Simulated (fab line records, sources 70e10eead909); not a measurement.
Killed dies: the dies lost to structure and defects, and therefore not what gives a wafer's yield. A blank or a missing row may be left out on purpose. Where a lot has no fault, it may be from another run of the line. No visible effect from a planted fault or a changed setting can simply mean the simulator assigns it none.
Chamber matching || flow nandHarc || rieDiel-04 running NHARC_A_STAIRCASE_TRIM_196: 4 sister chambers
The step chemistry O2, time 211.2 s. 8 wafers are shown with their chamber, then 7 later ones without.

== WAFERS WITH THEIR CHAMBER ==
{"wafer": "L265.3", "chamber": 0, "drypumpMotorCurrentA (A)": 5.94, "showerheadPlenumPTorr (Torr)": 3.55}
{"wafer": "L268.2", "chamber": 1, "drypumpMotorCurrentA (A)": 5.61, "showerheadPlenumPTorr (Torr)": 3.60}
{"wafer": "L268.4", "chamber": 2, "drypumpMotorCurrentA (A)": 6.24, "showerheadPlenumPTorr (Torr)": 3.69}
{"wafer": "L272.1", "chamber": 1, "drypumpMotorCurrentA (A)": 5.58, "showerheadPlenumPTorr (Torr)": 3.60}
{"wafer": "L272.3", "chamber": 3, "drypumpMotorCurrentA (A)": 5.53, "showerheadPlenumPTorr (Torr)": 3.46}
{"wafer": "L272.4", "chamber": 2, "drypumpMotorCurrentA (A)": 6.22, "showerheadPlenumPTorr (Torr)": 3.69}
{"wafer": "L273.3", "chamber": 0, "drypumpMotorCurrentA (A)": 5.94, "showerheadPlenumPTorr (Torr)": 3.54}
{"wafer": "L273.4", "chamber": 3, "drypumpMotorCurrentA (A)": 5.55, "showerheadPlenumPTorr (Torr)": 3.46}

== WAFERS WHOSE CHAMBER IS MISSING ==
{"wafer": "L273.6", "drypumpMotorCurrentA (A)": 5.91, "showerheadPlenumPTorr (Torr)": 3.54}
{"wafer": "L278.1", "drypumpMotorCurrentA (A)": 5.92, "showerheadPlenumPTorr (Torr)": 3.53}
{"wafer": "L278.3", "drypumpMotorCurrentA (A)": 5.55, "showerheadPlenumPTorr (Torr)": 3.45}
{"wafer": "L278.5", "drypumpMotorCurrentA (A)": 5.62, "showerheadPlenumPTorr (Torr)": 3.59}
{"wafer": "L277.2", "drypumpMotorCurrentA (A)": 5.56, "showerheadPlenumPTorr (Torr)": 3.45}
{"wafer": "L277.4", "drypumpMotorCurrentA (A)": 5.61, "showerheadPlenumPTorr (Torr)": 3.59}
{"wafer": "L277.6", "drypumpMotorCurrentA (A)": 5.61, "showerheadPlenumPTorr (Torr)": 3.59}

== EACH ONE'S CHAMBER ==
{"wafer": "L273.6", "from the rows above": 0, "in truth": 0}
{"wafer": "L278.1", "from the rows above": 0, "in truth": 0}
{"wafer": "L278.3", "from the rows above": 3, "in truth": 3}
{"wafer": "L278.5", "from the rows above": 1, "in truth": 1}
{"wafer": "L277.2", "from the rows above": 3, "in truth": 3}
{"wafer": "L277.4", "from the rows above": 1, "in truth": 1}
{"wafer": "L277.6", "from the rows above": 1, "in truth": 1}
7 of 7 placed correctly. Number that these rows cannot place: 0. Placed wrongly: 0.
How it was worked out, from the rows above alone: a wafer's distance from a chamber is the root of the sum, over the readings, of the square of ((its reading less the chamber's mean) divided by the reading's scatter). The wafer belongs to the nearest chamber; if the next one is less than 2 further off, it can't be placed. The mean given for a chamber averages the wafers shown for that chamber. The scatter is the square root of a quotient: the sum, over the shown wafers, of each reading's squared deviation from its chamber's mean, divided by wafers minus chambers.
